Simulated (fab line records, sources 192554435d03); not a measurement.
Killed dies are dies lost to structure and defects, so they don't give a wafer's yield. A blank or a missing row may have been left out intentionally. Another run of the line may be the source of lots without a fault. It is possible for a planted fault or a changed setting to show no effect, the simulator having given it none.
Split-lot trial	flow n5Finfet	21 wafers read from 7 lots, route of 1938 steps

SPLIT DETAILS
At N5_BEOL_M0_SAQP_SPACER2_ALD_26 (deposits SiO2, target thk 15 nm, pulse time 1 s, purge time 2 s), the setting targetThkA was moved away from the recipe's 150 angstrom on 7 of the 21 wafers read, by -11.9% to +10.1%. All remaining wafers had this setting at the recipe value.

The reading is taken at the split's own step.

THE READING
SiO2_of_BEOL_M0_SAQP_SPACER2_ALD_26.thkNm (the simulator's own value, which no gauge read), in nm, at N5_BEOL_M0_SAQP_SPACER2_ALD_26 (deposits SiO2, target thk 15 nm, pulse time 1 s, purge time 2 s). The file does not state a usual value for it. Average 15.0 nm, standard deviation 0.07 nm, over the 14 wafers here run with the recipe.

wafer	tool, chamber at the split	targetThkA as run, angstrom	against the recipe	SiO2_of_BEOL_M0_SAQP_SPACER2_ALD_26.thkNm, nm	against lot-mates on the recipe
L076.1	aldSin-01, 3,0	150	recipe	15	-
L076.2	aldSin-01, 3,0	150	recipe	15	-
L076.6	aldSin-01, 2	150	recipe	15.2	-
L078.1	aldSin-03, 0	144.3	-3.8%	14.4	-0.6
L078.4	aldSin-03, 1	150	recipe	15	-
L078.5	aldSin-03, 1	150	recipe	15	-
L081.3	aldSin-01, 2	163.6	+9.1%	16.4	+1.4
L081.4	aldSin-01, 3	163.6	+9.1%	16.2	+1.2
L081.6	aldSin-01, 1	150	recipe	15	-
L084.1	aldSin-01, 2,0	132.2	-11.9%	13.2	-1.8
L084.4	aldSin-01, 2,0	132.2	-11.9%	13.2	-1.8
L084.6	aldSin-01, 1	150	recipe	15	-
L085.2	aldSin-03, 0,1,2	150	recipe	15	-
L085.5	aldSin-03, 0,1,2	150	recipe	15	-
L085.6	aldSin-03, 0,1,2	150	recipe	15	-
L088.1	aldSin-03, 2	165.2	+10.1%	16.6	+1.6
L088.5	aldSin-03, 3,2	150	recipe	15	-
L088.6	aldSin-03, 3,2	150	recipe	15	-
L090.1	aldSin-01, 2	150	recipe	15.2	-
L090.2	aldSin-01, 1	139.8	-6.8%	14	-1.1
L090.5	aldSin-01, 3	150	recipe	15	-
Where a row lists several chambers, the file gives one row for several wafers and doesn't say which wafer went through which chamber.

THE FIT
A straight line over all 21 wafers: SiO2_of_BEOL_M0_SAQP_SPACER2_ALD_26.thkNm changes by +0.15 nm for each +1% of targetThkA; r = +1.00; the points scatter about the line by 0.076 nm.
The same after taking each lot's own level away (the mean of its wafers on the recipe; 21 wafers): +0.151 nm for each +1%; r = +1.00; scatter 0.067 nm.
That fit puts the effect of the largest move of targetThkA on the reading at 1.8 nm.
The lots' own levels span 15.00 to 15.10 nm, that is 1.4 times the standard deviation above.
The two slopes agree, so the slope changes little with the lot-to-lot level.
Check: -1.81 nm against its lot-mates is what the line predicts for one of the wafers moved furthest among these (-11.9%) when that wafer is left out of the fit. It came out at -1.8 nm against them.

THE OTHER SPLITS THESE WAFERS WENT THROUGH
These wafers also went through other splits before the reading. Each is held against what the fit with the lots' levels taken away leaves over:
other split on the same wafers	wafers away from the commonest value	r with SiO2_of_BEOL_M0_SAQP_SPACER2_ALD_26.thkNm (lot level and that fit taken away)
N5_HKMG_FIN_DEVELOP_11 developTimeS	12	-0.04
N5_MOL_CONTACT_COAG_EXPOSE_05 doseMj	8	-0.03
N5_MOL_CONTACT_COAG_ETCH_105 biasW	4	-0.24
N5_MOL_CONTACT_COAG_ETCHBACK_135 timeS	5	+0.03
N5_MOL_CONTACT_COAG_VIA_ETCH_46 biasW	5	+0.22
N5_BEOL_M0_SAQP_PECVD_97 timeS	8	+0.09
N5_BEOL_M0_SAQP_COAT_81 tempC	9	+0.08

THE FILE'S OWN FIT
SiO2_of_BEOL_M0_SAQP_SPACER2_ALD_26.thkNm changes by +0.153 nm for each +1% of targetThkA, r = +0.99.
